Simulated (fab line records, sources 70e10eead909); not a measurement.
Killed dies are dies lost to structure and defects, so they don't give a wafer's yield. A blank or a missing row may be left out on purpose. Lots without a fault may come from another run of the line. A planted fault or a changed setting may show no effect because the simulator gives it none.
Which tool did it? | flow nand_harc | 6 lots, 18 wafers sampled, at 5 steps of a route of 1302

WHAT THE GAUGES READ, wafer by wafer
NHARC_END_SORT_01.
lot  | measured     | on        | killed_at_array
L849 | day 26 10:55 | prober-02 | 49 54 59
L853 | day 26 18:09 | prober-01 | 69 80 67
L861 | day 28 18:57 | prober-01 | 71 80 67
L864 | day 29 12:02 | prober-01 | 28 31 33
L865 | day 30 13:56 | prober-01 | 73 72 81
L870 | day 32 09:54 | prober-01 | 41 46 42

WHICH TOOL RAN EACH LOT (tool, then ch and the chambers of the sampled wafers, then the start)
lot  | NHARC_A_CONTACT_ETCH_129             | NHARC_A_CONTACT_ETCH_130             | NHARC_A_CONTACT_SOFTBAKE_03       | NHARC_A_CONTACT_ETCH_88
L849 | har_cap_etch-03 ch 0,1, day 21 09:45 | har_cap_etch-03 ch 0,1, day 21 09:59 | litho_track-06 ch 0, day 21 16:00 | rie_diel-02 ch 2,3, day 21 16:43
L853 | har_cap_etch-02 ch 0,1, day 23 09:07 | har_cap_etch-02 ch 0,1, day 23 09:17 | litho_track-04 ch 0, day 23 17:00 | rie_diel-02 ch 1,2,3, day 23 18:41
L861 | har_cap_etch-02 ch 0,1, day 26 08:11 | har_cap_etch-02 ch 0,1, day 26 08:22 | litho_track-01 ch 0, day 26 13:00 | rie_diel-02 ch 0,1,2, day 26 14:34
L864 | har_cap_etch-01 ch 0,1, day 27 00:25 | har_cap_etch-01 ch 0,1, day 27 00:35 | litho_track-01 ch 0, day 27 05:00 | rie_diel-02 ch 0,1,3, day 27 05:47
L865 | har_cap_etch-03 ch 0,1, day 28 09:22 | har_cap_etch-03 ch 0,1, day 28 09:32 | litho_track-04 ch 0, day 28 15:00 | rie_diel-02 ch 1,2, day 28 15:50
L870 | har_cap_etch-02 ch 0,1, day 30 00:29 | har_cap_etch-02 ch 0,1, day 30 00:40 | litho_track-04 ch 0, day 30 06:00 | rie_diel-02 ch 1,2,3, day 30 07:35
- NHARC_A_CONTACT_ETCH_129: etches the open film in C4F8/O2/Ar, time 197 s, target depth 1918 nm.
- NHARC_A_CONTACT_ETCH_130: etches the open film in C4F8/O2/Ar, time 197 s, target depth 1918 nm.
- NHARC_A_CONTACT_SOFTBAKE_03: time 55 s.
- NHARC_A_CONTACT_ETCH_88: etches the open film in CF4, target depth 39 nm, time 65 s.

THE ANSWER, worked out from the rows above alone
Rule: what is usual is taken from the lots themselves. Put in order of their means at a reading, lots are off if they are a third of the lots or fewer, leave a main group of 4 or more, and stand apart from it by a gap of 3 or more times the standard deviation of the main group's means; of several such gaps the widest counts. A main group whose means are all the same, to the digits that the tables above print for the reading, isn't used. A lot without any number at a reading at which 4 lots or more have one is off too. The other lots that the step has rows for count as sound.
No lot is off at any reading shown: from this, nothing can be told.

WHAT THE SIMULATOR HAD PUT IN
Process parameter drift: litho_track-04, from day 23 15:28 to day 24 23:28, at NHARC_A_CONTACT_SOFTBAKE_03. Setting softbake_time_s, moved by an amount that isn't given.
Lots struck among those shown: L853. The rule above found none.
